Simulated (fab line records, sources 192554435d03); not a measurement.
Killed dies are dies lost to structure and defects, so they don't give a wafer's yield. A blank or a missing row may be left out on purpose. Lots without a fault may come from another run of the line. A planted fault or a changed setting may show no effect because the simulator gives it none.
fab line records | flow n5_finfet
record lots=9 wafers=27 last_day=18
route steps=1938 shown PMOS_HMC_CHANNEL_EPI@70 FIN_SAQP@105 BEOL_M4@1111 PASSIVATION@1936
lots that met no fault: from a run of the same line without faults
start_h: hours from the record's first day to the start of the lot's first wafer shown | wait_h: hours since the lot's step before | " the same as in the row above | L1.1+2: a row that stands for several wafers | - no value, or no start given | * or withheld: withheld | < > ~ a bound
route shown NAME@n: a module of which the file shows steps, and the number in the route of the first | usual: mean/standard deviation of fault-free wafers | same: alike in all rows | chamber/n: place in a boat | sites: the reading at each site | _std_site: their standard deviation | _edge_site: outer sites' mean less inner sites' | radius_mm: how far each site lies from the wafer's centre | mask NAME#n: copy n | behind: the tool/chamber that last shaped the wafer | hold: why the lot was held/for how many hours/how that ended | device: the transistor (n, p or np) that didn't switch | end of line: the same wafers' tests at the end of the route | a step without rows: its recipe alone | killed: dies lost to structure and defects at the first sort, not the wafer's yield | map: a wafer's dies, x killed, . not, _ none there
set.NAME: the setting as run; set.NAME@STEP: as run at that earlier step | model.NAME: the simulator's own value behind a step, which no gauge read
steps of the route over a sample of lots; a table a step, a row a wafer
services: from which hour (start_h, from the record's first day; less than 0 if before it) a tool's chamber was out of use, for how many hours, and why
## steps
# step N5_PMOS_HMC_CHANNEL_EPI_HM_OPEN_15
# recipe chemistry=CHF3/O2 target=SiO2 mask_material=CAR-ArF-block target_depth_a=406 CHF3_flow_sccm=50 O2_flow_sccm=5 Ar_flow_sccm=200 time_s=20.3 pressure_mtorr=30 source_w=650 bias_w=170 ion_energy_ev=200
# usual CHF3_flow_sccm=50.01/0.15 O2_flow_sccm=5.001/0.017 drypump_motor_current_A=5.6/0.49 oes_product_au=0.76/0.063 rf_vpp_V=525/7.2 showerhead_plenum_p_Torr=2.42/0.11 throttle_valve_pct=18.98/0.24
# columns lot.wafer tool chamber start_h wait_h CHF3_flow_sccm O2_flow_sccm drypump_motor_current_A oes_product_au rf_hours_counter_h rf_vpp_V showerhead_plenum_p_Torr throttle_valve_pct
L718.2 rie_diel-02 1 17.91 0.0 50.08 4.982 5.6 0.72 205 519 2.27 19.25
L718.3 " 2 " " 49.80 4.964 5.0 0.71 223 533 2.31 18.99
L718.4 " 0 " " 49.78 5.004 5.2 0.78 100 517 2.51 19.12
L720.1 rie_diel-02 1 29.55 0.0 50.12 5.008 5.6 0.71 209 519 2.27 19.25
L720.3 " 3 " " 49.93 5.033 5.5 0.78 101 523 2.52 19.02
L720.4 " 2 " " 50.04 4.985 5.0 0.71 227 537 2.30 19.01
L723.1 rie_diel-06 2 47.78 0.0 50.17 5.022 5.9 0.70 202 514 2.37 19.08
L723.3 " 3 " " 50.14 5.005 6.4 0.78 116 538 2.51 18.61
L723.5 " 0 " " 50.06 5.013 5.1 0.77 - 523 2.32 18.85
L727.1 rie_diel-05 3 71.54 0.0 49.92 4.972 5.6 0.77 131 531 2.52 18.67
L727.2 " 0 " " 50.25 4.998 6.2 0.75 193 526 2.29 19.03
L727.4 " 1 " " 50.06 4.992 5.7 0.93 16 537 2.45 18.76
L735.2 rie_diel-02 3 119.49 0.0 49.94 5.002 5.5 0.75 131 522 2.51 19.07
L735.3 " 0 " " 50.24 5.026 5.2 0.75 - 517 2.50 19.17
L735.4 " 3 " " 50.30 5.000 5.5 0.76 - 523 2.51 19.07
L737.2 rie_diel-02 0 131.58 0.0 50.00 5.011 5.2 0.74 136 517 2.50 19.17
L737.4 " 0 " " 50.00 5.009 5.2 0.75 - 515 2.50 19.18
L737.6 " 1 " " 50.06 5.004 5.6 0.69 - 517 2.26 19.28
L739.1 rie_diel-06 1 143.25 0.0 49.95 4.981 6.6 0.89 26 526 2.54 18.47
L739.3 " 0 " " 49.90 5.014 5.2 0.76 143 524 2.31 18.90
L739.4 " 2 " " 49.75 5.001 5.9 0.68 232 514 2.36 19.13
L740.1 rie_diel-06 3 149.32 0.0 49.93 4.982 6.5 0.74 149 537 2.50 18.67
L740.2 " 2 " " 49.90 5.005 5.9 0.67 234 515 2.36 19.12
L740.3 " 0 " " 49.94 5.002 5.2 0.75 145 523 2.31 18.90
L741.1 rie_diel-06 3 155.75 0.0 50.21 4.989 6.5 0.75 151 537 2.49 18.68
L741.4 " 0 " " 49.93 4.997 5.2 0.75 147 523 2.31 18.91
L741.5 " 0 " " 50.03 5.007 5.2 0.75 - 525 2.31 18.91
# step N5_PMOS_HMC_CHANNEL_EPI_THK_MEAS_22
# recipe reads=SiGe30_of_PMOS_HMC_CHANNEL_EPI_EPI_20
# usual HMC_CMP_THK=53.9/0.76
# columns lot.wafer tool chamber start_h wait_h HMC_CMP_THK[nm]
L718.2 film_metro-02 - 20.09 - 53.9
L718.3 " - " " 54.6
L718.4 " - " " 54.5
L720.1 film_metro-02 - 31.75 - 54.6
L720.3 " - " " 54.3
L720.4 " - " " 53.6
L723.1 film_metro-01 - 50.36 - 55.0
L723.3 " - " " 54.8
L723.5 " - " " 54.6
L727.1 film_metro-02 - 73.80 - 52.3
L727.2 " - " " 53.5
L727.4 " - " " 53.8
L735.2 film_metro-01 - 121.72 - 54.4
L735.3 " - " " 53.9
L735.4 " - " " 54.0
L737.2 film_metro-01 - 133.76 - 54.2
L737.4 " - " " 54.6
L737.6 " - " " 54.4
L739.1 film_metro-02 - 145.84 - 55.5
L739.3 " - " " 54.3
L739.4 " - " " 53.8
L740.1 film_metro-01 - 151.83 - 53.6
L740.2 " - " " 53.5
L740.3 " - " " 54.8
L741.1 film_metro-02 - 158.17 - 53.9
L741.4 " - " " 51.8
L741.5 " - " " 53.7
# step N5_PMOS_HMC_CHANNEL_EPI_INSPECT_30
# recipe inspect_instrument=darkfield mode=post_epi
# usual raw_defect_count=18/6.6
# columns lot.wafer tool chamber start_h wait_h raw_defect_count
L718.2 defect_inspect-01 - 20.57 0.0 23
L718.3 " - " " 32
L718.4 " - " " 16
L720.1 defect_inspect-02 - 32.23 0.0 25
L720.3 " - " " 16
L720.4 " - " " 16
L723.1 defect_inspect-02 - 50.84 0.0 23
L723.3 " - " " 25
L723.5 " - " " 15
L727.1 defect_inspect-02 - 74.33 0.0 14
L727.2 " - " " 19
L727.4 " - " " 16
L735.2 defect_inspect-02 - 122.20 0.0 18
L735.3 " - " " 24
L735.4 " - " " 30
L737.2 defect_inspect-01 - 134.24 0.0 28
L737.4 " - " " 17
L737.6 " - " " 23
L739.1 defect_inspect-02 - 146.42 0.0 24
L739.3 " - " " 19
L739.4 " - " " 8
L740.1 defect_inspect-01 - 152.36 0.0 18
L740.2 " - " " 9
L740.3 " - " " 9
L741.1 defect_inspect-01 - 158.70 0.0 17
L741.4 " - " " 21
L741.5 " - " " 22
# step N5_FIN_SAQP_COAT_10
# recipe resist=CAR-ArF spin_rpm=1500 resist_thk_nm=90
# usual exhaust_pa=44.8/0.85 resist_line_temp_C=22.99/0.098 spin_speed_rpm=1500.1/0.97
# columns lot.wafer tool chamber start_h wait_h exhaust_pa resist_line_temp_C spin_speed_rpm
L718.2 litho_track-02 0 21.80 - 44.2 22.98 1499.0
L718.3 " 0 " " 44.6 22.93 1500.6
L718.4 " 0 " " 45.2 23.12 1499.6
L720.1 litho_track-02 0 33.31 - 45.7 23.14 1501.5
L720.3 " 0 " " 45.0 23.10 1499.8
L720.4 " 0 " " 45.4 23.22 1502.0
L723.1 litho_track-02 0 51.86 - 46.2 23.04 1425.6
L723.3 " 0 " " 43.8 22.94 1423.5
L723.5 " 0 " " 44.2 23.04 1423.6
L727.1 litho_track-02 0 75.36 - 43.7 22.98 1423.7
L727.2 " 0 " " 45.7 22.79 1425.0
L727.4 " 0 " " 45.2 23.03 1423.4
L735.2 litho_track-05 0 123.18 - 45.8 22.97 1500.7
L735.3 " 0 " " 44.4 23.07 1500.5
L735.4 " 0 " " 45.5 23.03 1500.9
L737.2 litho_track-02 0 135.20 - 44.9 23.00 1500.7
L737.4 " 0 " " 44.6 23.20 1500.5
L737.6 " 0 " " 44.7 22.91 1499.9
L739.1 litho_track-01 0 147.48 - 43.5 23.01 1499.2
L739.3 " 0 " " 43.8 22.96 1499.0
L739.4 " 0 " " 45.0 22.94 1498.7
L740.1 litho_track-01 0 153.55 - 45.9 22.97 1501.5
L740.2 " 0 " " 45.3 23.02 1499.4
L740.3 " 0 " " 44.5 23.05 1498.4
L741.1 litho_track-02 0 159.66 - 44.4 22.94 1500.9
L741.4 " 0 " " 44.9 22.75 1500.6
L741.5 " 0 " " 45.8 22.89 1500.9
# step N5_BEOL_M4_RC_MEAS_101
# usual DIBL_N=36.2/1.7 DIBL_P=36.2/2.2 IOFF_N=0.16/0.035 IOFF_P=0.21/0.042 ION_N=673/13 ION_P=462/7.9 SS_N=71.4/0.59 SS_P=73.2/0.7 VT_N=250/3.6 VT_P=-251/3.5
# columns lot.wafer tool chamber start_h wait_h DIBL_N[mV/V] DIBL_P[mV/V] IOFF_N[nA/um] IOFF_P[nA/um] ION_N[uA/um] ION_P[uA/um] SS_N[mV/dec] SS_P[mV/dec] VT_N[mV] VT_P[mV]
L718.2 prober-01 0 158.81 0.2 39.5 39.9 0.20 0.24 672 458 72.9 74.6 248 -248
L718.3 " 0 " " 37.5 36.7 0.17 0.20 681 461 71.9 74.5 253 -251
L718.4 " 0 " " 34.2 33.5 0.11 0.15 642 443 71.0 72.4 256 -256
L720.1 prober-01 0 173.48 0.0 33.7 35.2 0.14 0.21 667 469 70.5 72.9 252 -250
L720.3 " 0 " " 35.4 37.1 0.16 0.23 674 473 71.1 73.2 250 -248
L720.4 " 0 " " 35.9 37.6 0.18 0.23 682 473 71.9 74.0 248 -250
L723.1 prober-01 0 188.64 0.0 39.8 40.7 0.25 0.32 705 485 72.4 74.7 240 -245
L723.3 " 0 " " 39.8 39.1 0.22 0.28 680 468 71.3 74.4 246 -248
L723.5 " 0 " " 41.5 41.8 0.28 0.36 688 478 72.1 74.7 243 -243
L727.1 prober-01 0 233.47 0.0 38.1 38.7 0.19 0.24 695 468 72.1 73.9 248 -246
L727.2 " 0 " " 37.1 37.4 0.17 0.22 678 464 72.0 73.7 250 -250
L727.4 " 0 " " 38.6 39.1 0.19 0.25 681 466 72.6 74.6 245 -246
L735.2 prober-02 0 277.09 0.2 36.2 35.5 0.16 0.21 670 465 71.2 73.1 251 -249
L735.3 " 0 " " 35.4 35.1 0.16 0.21 677 468 71.6 73.0 249 -249
L735.4 " 0 " " 36.9 37.5 0.17 0.24 676 462 72.2 73.1 249 -249
L737.2 prober-01 0 287.95 0.2 35.2 34.0 0.13 0.18 668 460 71.4 72.7 250 -253
L737.4 " 0 " " 37.4 36.2 0.18 0.22 685 467 71.3 72.8 245 -251
L737.6 " 0 " " 36.4 34.2 0.15 0.19 661 455 70.8 73.1 249 -252
L739.1 prober-01 0 302.20 0.0 37.8 37.2 0.16 0.25 669 459 71.8 73.6 247 -247
L739.3 " 0 " " 36.2 34.0 0.12 0.19 673 462 71.5 72.6 255 -251
L739.4 " 0 " " 37.1 34.9 0.15 0.21 675 470 70.9 72.3 249 -249
L740.1 prober-02 0 303.62 0.0 37.0 36.1 0.16 0.21 668 459 71.3 72.9 251 -250
L740.2 " 0 " " 34.4 33.8 0.12 0.17 666 457 71.0 71.9 255 -253
L740.3 " 0 " " 37.7 37.8 0.18 0.24 678 459 71.8 73.3 247 -249
L741.1 prober-01 0 305.78 0.0 34.9 36.8 0.15 0.17 665 450 70.6 73.9 252 -257
L741.4 " 0 " " 35.1 35.5 0.14 0.16 672 451 71.4 73.2 252 -259
L741.5 " 0 " " 34.1 35.1 0.13 0.16 666 454 71.0 73.1 255 -258
# step N5_PASSIVATION_PROBE_49
# usual defect_limited_yield=91.4/1.4 killed_at_M0_to_M3=31/10 killed_at_M4_up=14/5.6 killed_at_contacts=13/6.3 killed_at_front_end=39/10 killed_at_other=4/3.1 killed_dies=101/16 killed_open=65/13 killed_short=34/7.2 sort_bin_4_leakage=0.00/0.007 sort_bin_5_function=5.1/0.88 sort_bin_6_memory=3.2/0.66 sort_n_pass=1079/16 sort_yield_pct=91.4/1.4
# same gross_dies=1180 killed_at_back_side=0 sort_bin_8_speed[%]=0
# columns lot.wafer tool chamber start_h wait_h defect_limited_yield[%] killed_at_M0_to_M3 killed_at_M4_up killed_at_contacts killed_at_front_end killed_at_other killed_dies killed_open killed_short sort_bin_4_leakage[%] sort_bin_5_function[%] sort_bin_6_memory[%] sort_n_pass sort_yield_pct[%]
L727.1 prober-02 - 332.68 0.1 90.6 58 4 8 38 3 111 66 44 0 5.3 3.7 1069 90.6
L727.2 prober-02 - 332.73 0.1 92.7 34 9 5 37 1 86 50 34 0 4.1 2.9 1094 92.7
L727.4 prober-02 - 332.83 0.2 93.1 33 10 12 24 2 81 46 34 0 4.2 2.5 1099 93.1
L735.2 prober-02 - 388.07 0.1 90.3 36 8 14 44 13 115 80 35 0 5.6 3.8 1065 90.3
L735.3 prober-02 - 388.12 0.1 90.9 40 9 18 37 3 107 68 38 0 5.5 3.6 1073 90.9
L735.4 prober-02 - 388.17 0.2 89.5 35 12 27 45 5 124 80 43 0 6.2 3.8 1056 89.5
L737.2 prober-01 - 388.35 0.1 91.2 26 12 7 57 2 104 71 33 0 5.1 3.5 1076 91.2
L737.4 prober-01 - 388.45 0.2 92.2 34 14 12 29 3 92 55 36 0 4.9 2.5 1088 92.2
L737.6 prober-01 - 388.55 0.3 93.0 20 22 13 28 0 83 54 29 0 4.7 2.1 1097 93.0
L740.1 prober-01 - 412.57 0.0 93.1 10 11 11 46 4 82 54 25 0 4.1 2.6 1098 93.1
L740.2 prober-01 - 412.62 0.1 91.8 18 13 24 35 7 97 68 27 0 5.2 2.9 1083 91.8
L740.3 prober-01 - 412.67 0.1 89.2 21 23 21 54 8 127 89 37 0 5.8 4.8 1053 89.2
L741.1 prober-02 - 436.37 0.0 92.4 27 6 5 49 3 90 56 34 0 4.4 2.9 1090 92.4
L741.4 prober-02 - 436.52 0.2 91.9 26 10 8 49 2 95 67 28 0 4.2 3.7 1085 91.9
L741.5 prober-02 - 436.57 0.2 93.3 32 9 2 35 1 79 57 22 0 4.1 2.3 1101 93.3
# killed by level:class
L727.1 BEOL_M0_SAQP:geometric_particle:short=26 BEOL_M0_SAQP:geometric_particle:open=22 FIN_SAQP:geometric_particle:short=7 FIN_SAQP:geometric_particle:open=7 MOL_CONTACT_COAG:geometric_particle:open=7 STI_FIN_REVEAL:geometric_particle:open=6 DUMMY_GATE:geometric_particle:open=6 DUMMY_GATE:geometric_particle:short=3
L727.2 BEOL_M0_SAQP:geometric_particle:short=13 BEOL_M0_SAQP:geometric_particle:open=10 FIN_SAQP:geometric_particle:open=8 DUMMY_GATE:geometric_particle:open=8 FIN_SAQP:geometric_particle:short=7 MOL_CONTACT_COAG:geometric_particle:open=5 BEOL_M3:geometric_particle:open=5 BEOL_M1:geometric_particle:open=4
L727.4 BEOL_M0_SAQP:geometric_particle:short=13 MOL_CONTACT_COAG:geometric_particle:open=9 BEOL_M2:geometric_particle:open=7 FIN_SAQP:geometric_particle:short=4 DUMMY_GATE:geometric_particle:open=4 BEOL_M0_SAQP:geometric_particle:open=4 GATE_CUT:geometric_particle:short=3 MOL_CONTACT_COAG:geometric_particle:short=3
L735.2 MOL_CONTACT_COAG:geometric_particle:open=13 FIN_SAQP:geometric_particle:short=11 FIN_SAQP:geometric_particle:open=11 BEOL_M3:geometric_particle:open=8 STI_FIN_REVEAL:geometric_particle:open=8 BEOL_M0_SAQP:geometric_particle:short=7 BEOL_M2:geometric_particle:open=6 BEOL_M1:geometric_particle:open=5
L735.3 MOL_CONTACT_COAG:geometric_particle:open=14 FIN_SAQP:geometric_particle:short=13 BEOL_M0_SAQP:geometric_particle:open=8 FIN_SAQP:geometric_particle:open=7 DUMMY_GATE:geometric_particle:open=7 BEOL_M0_SAQP:geometric_particle:short=7 BEOL_M1:geometric_particle:open=7 BEOL_M3:geometric_particle:open=5
L735.4 MOL_CONTACT_COAG:geometric_particle:open=24 FIN_SAQP:geometric_particle:open=9 FIN_SAQP:geometric_particle:short=9 STI_FIN_REVEAL:geometric_particle:open=9 BEOL_M1:geometric_particle:open=7 STI_FIN_REVEAL:geometric_particle:short=5 BEOL_M0_SAQP:geometric_particle:short=5 BEOL_M3:geometric_particle:open=5
L737.2 FIN_SAQP:geometric_particle:open=16 BEOL_M0_SAQP:geometric_particle:open=14 FIN_SAQP:geometric_particle:short=8 STI_FIN_REVEAL:geometric_particle:open=8 GATE_CUT:geometric_particle:short=5 GATE_CUT:geometric_particle:open=5 BEOL_M0_SAQP:geometric_particle:short=5 BEOL_M4:geometric_particle:open=5
L737.4 BEOL_M0_SAQP:geometric_particle:short=9 MOL_CONTACT_COAG:geometric_particle:open=9 BEOL_M3:geometric_particle:open=6 FIN_SAQP:geometric_particle:open=5 GATE_CUT:geometric_particle:short=5 BEOL_M1:geometric_particle:open=5 BEOL_M2:geometric_particle:open=5 FIN_SAQP:geometric_particle:short=4
L737.6 MOL_CONTACT_COAG:geometric_particle:open=9 BEOL_M4:geometric_particle:open=7 FIN_SAQP:geometric_particle:short=6 GATE_CUT:geometric_particle:short=6 BEOL_M5:geometric_particle:open=6 BEOL_M3:geometric_particle:open=5 FIN_SAQP:geometric_particle:open=4 MOL_CONTACT_COAG:geometric_particle:short=4
L740.1 FIN_SAQP:geometric_particle:open=12 MOL_CONTACT_COAG:geometric_particle:open=11 FIN_SAQP:geometric_particle:short=10 DUMMY_GATE:geometric_particle:open=8 BEOL_M1:geometric_particle:open=7 STI_FIN_REVEAL:geometric_particle:open=3 GATE_CUT:geometric_particle:short=3 BEOL_M8:geometric_particle:open=3
L740.2 MOL_CONTACT_COAG:geometric_particle:open=21 STI_FIN_REVEAL:geometric_particle:open=9 BEOL_M1:geometric_particle:open=7 FIN_SAQP:geometric_particle:short=6 FIN_SAQP:geometric_particle:open=5 GATE_CUT:geometric_particle:short=4 BEOL_M4:geometric_particle:short=4 DUMMY_GATE:geometric_particle:open=3
L740.3 STI_FIN_REVEAL:geometric_particle:open=20 MOL_CONTACT_COAG:geometric_particle:open=17 FIN_SAQP:geometric_particle:open=14 FIN_SAQP:geometric_particle:short=10 BEOL_M4:geometric_particle:open=7 BEOL_M1:geometric_particle:open=5 BEOL_M5:geometric_particle:open=5 BEOL_M4:geometric_particle:short=4
L741.1 FIN_SAQP:geometric_particle:short=13 BEOL_M3:geometric_particle:open=10 STI_FIN_REVEAL:geometric_particle:open=9 FIN_SAQP:geometric_particle:open=7 DUMMY_GATE:geometric_particle:open=5 MOL_CONTACT_COAG:geometric_particle:open=5 BEOL_M2:geometric_particle:open=4 DUMMY_GATE:geometric_particle:short=3
L741.4 FIN_SAQP:geometric_particle:open=16 FIN_SAQP:geometric_particle:short=10 BEOL_M2:geometric_particle:open=9 STI_FIN_REVEAL:geometric_particle:open=8 MOL_CONTACT_COAG:geometric_particle:open=7 BEOL_M3:geometric_particle:open=6 BEOL_M0_SAQP:geometric_particle:open=3 BEOL_M0:geometric_particle:open=3
L741.5 FIN_SAQP:geometric_particle:open=18 BEOL_M3:geometric_particle:open=12 FIN_SAQP:geometric_particle:short=9 BEOL_M1:geometric_particle:open=5 BEOL_M2:geometric_particle:open=4 BEOL_M0_SAQP:geometric_particle:open=3 BEOL_M3:geometric_particle:short=3 BEOL_M10:geometric_particle:open=3
## services
# columns tool chamber start_h hours kind
rie_diel-05 1 -4.48 - clean
rie_diel-05 1 -4.48 - consumable_replace:focus_ring
rie_diel-05 1 -4.48 20.9 scheduled_down
rie_diel-05 1 -4.48 20.9 vent_cycle
rie_diel-06 1 31.18 3.3 repair
rie_diel-06 1 34.97 - clean
rie_diel-06 1 34.97 - consumable_replace:focus_ring
rie_diel-06 1 34.97 - consumable_replace:showerhead
rie_diel-06 1 34.97 19.9 scheduled_down
rie_diel-06 1 34.97 19.9 vent_cycle
rie_diel-02 - 46.50 0.5 repair
litho_track-01 - 56.41 - consumable_replace:filter
rie_diel-05 1 72.84 5.6 repair
rie_diel-02 2 106.52 6.9 repair
rie_diel-02 1 113.58 17.4 repair
rie_diel-05 1 115.02 3.4 repair
rie_diel-02 2 118.32 7.8 repair
rie_diel-02 2 131.09 - clean
rie_diel-02 2 131.09 - consumable_replace:focus_ring
rie_diel-02 2 131.09 - consumable_replace:showerhead
rie_diel-02 2 131.09 30.9 scheduled_down
rie_diel-02 2 131.09 30.9 vent_cycle
rie_diel-02 3 144.57 4.2 repair
rie_diel-02 - 154.97 0.8 repair
## key
first_sign step=N5_FIN_SAQP_COAT_10 reading=spin_speed_rpm direction=down sigmas=78 usual=* struck=*
effect none on later readings
met_at N5_FIN_SAQP_COAT_10
struck_lots L723,L727
not_acting_at N5_PMOS_HMC_CHANNEL_EPI_HM_OPEN_15,N5_PMOS_HMC_CHANNEL_EPI_THK_MEAS_22,N5_PMOS_HMC_CHANNEL_EPI_INSPECT_30
onset_between 33.31 51.86
fault kind=process_parameter_drift tool=litho_track-02 chamber=- onset_h=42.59 steps=N5_FIN_SAQP_COAT_10 channel=spin_rpm offset=* shape=step end_h=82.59 acts_in=* stated=*
